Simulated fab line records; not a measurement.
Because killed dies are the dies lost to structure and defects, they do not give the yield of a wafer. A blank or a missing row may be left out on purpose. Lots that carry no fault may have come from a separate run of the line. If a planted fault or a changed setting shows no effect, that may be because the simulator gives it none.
A lot that was struck, set against a sound lot	flow nand harc	15 out of 1302 route steps
Sound: these wafers, L116.1, L116.3, L116.4. Wafers L103.1, L103.4, L103.5 were the ones struck. The cause is given at the end.
Each step with rows lists, per side, the tool, then ch with its chambers, then its first start. Under that, the readings that differ: sound wafers	struck wafers	difference of the means	sigmas: that difference in standard deviations of wafers without a fault.
alike: readings whose means differ by less than 2 such deviations, and words and numbers that are the same on both sides. not compared: withheld readings, readings that some wafer has no value for, bounds like >300 that may hide the same value, and numbers for which the record gives no deviation and whose values overlap.
Wherever a step has rows on one side only, a row that says differs or no value, or a row with sigmas, the two part there. Numbers that have no deviation but don't overlap get no sigmas and don't part them. Lack of a reading on every wafer of one side parts them only where that side has two or more wafers.

first, 1 step without rows for these wafers: NHARC_A_ONON_D1_DEP_06 (target thk 1000 nm).
NHARC_A_ONON_D1_THK_MEAS_08: measures by ellipsometry.
  struck on film metro-02, day 10 06:56; sound on film metro-02, day 16 00:00
reading	sound	struck	difference	sigmas
thk nm (nm)	1007 1007 1007	968 970 970	-38	-3
next comes 1 step that has no rows for these wafers: NHARC_A_ONON_D1_DEP_09 (target thickness 1000 nm).
NHARC_A_ONON_D1_THK_MEAS_11: measures by ellipsometry.
  struck on film metro-02, day 10 07:30; sound on film metro-02, day 16 00:34
  alike: thk nm
next comes 1 step that has no rows for these wafers: NHARC_A_ONON_D1_DEP_12 (target thickness 1000 nm).
NHARC_A_ONON_D1_THK_MEAS_14: measures by ellipsometry.
  struck on film metro-01, day 10 08:04; sound on film metro-02, day 16 01:10
  alike: thk nm
then, 2 steps without rows for these wafers: NHARC_A_ONON_D1_ANNEAL_15 (time 3600 s); NHARC_A_ONON_D1_DEP_16 (target thk 1000 nm).
NHARC_A_ONON_D1_THK_MEAS_18: measures by ellipsometry.
  struck on film metro-02, day 10 16:47; sound on film metro-01, day 16 12:53
reading	sound	struck	difference	sigmas
thk nm (nm)	1014 1014 1012	990 991 990	-23	-2
next comes 1 step that has no rows for these wafers: NHARC_A_ONON_D1_DEP_19 (target thickness 1000 nm).
NHARC_A_ONON_D1_THK_MEAS_21: measures by ellipsometry.
  struck on film metro-02, day 10 17:22; sound on film metro-01, day 16 13:28
  alike: thk nm
NHARC_A_ONON_D1_DEP_22: target thk 1000 nm.
  sound on pecvd onon-04 ch 0, day 16 13:31; struck on pecvd onon-01 ch 0, day 10 17:25
NHARC_A_ONON_D1_THK_MEAS_24: measures by ellipsometry.
  struck on film metro-02, day 10 17:56; sound on film metro-01, day 16 14:02
reading	sound	struck	difference	sigmas
thk nm (nm)	1013 1012 1012	1494 1493 1494	+481	+52
next comes 1 step that has no rows for these wafers: NHARC_A_ONON_D1_DEP_25 (target thickness 1000 nm).
-- record jumps: 16 days between struck wafers' starts before vs after; left off in module A_ONON_D1, resumes in module END, first step shown is number 1302 of the route --
NHARC_END_SORT_01:
  sound on prober-01 ch 0, day 33 05:04; struck on prober-02 ch 0, day 26 11:40
reading	sound	struck	difference	sigmas
killed at array	46 55 55	672 673 673	+621	+34
killed dies	50 58 61	677 677 677	+621	+33
  alike: killed at other, killed at periphery, killed open, killed short

## WHERE THEY PART
Earliest at NHARC_A_ONON_D1_THK_MEAS_08; latest, in this record, at NHARC_END_SORT_01.

WHY: the cause the simulator had injected
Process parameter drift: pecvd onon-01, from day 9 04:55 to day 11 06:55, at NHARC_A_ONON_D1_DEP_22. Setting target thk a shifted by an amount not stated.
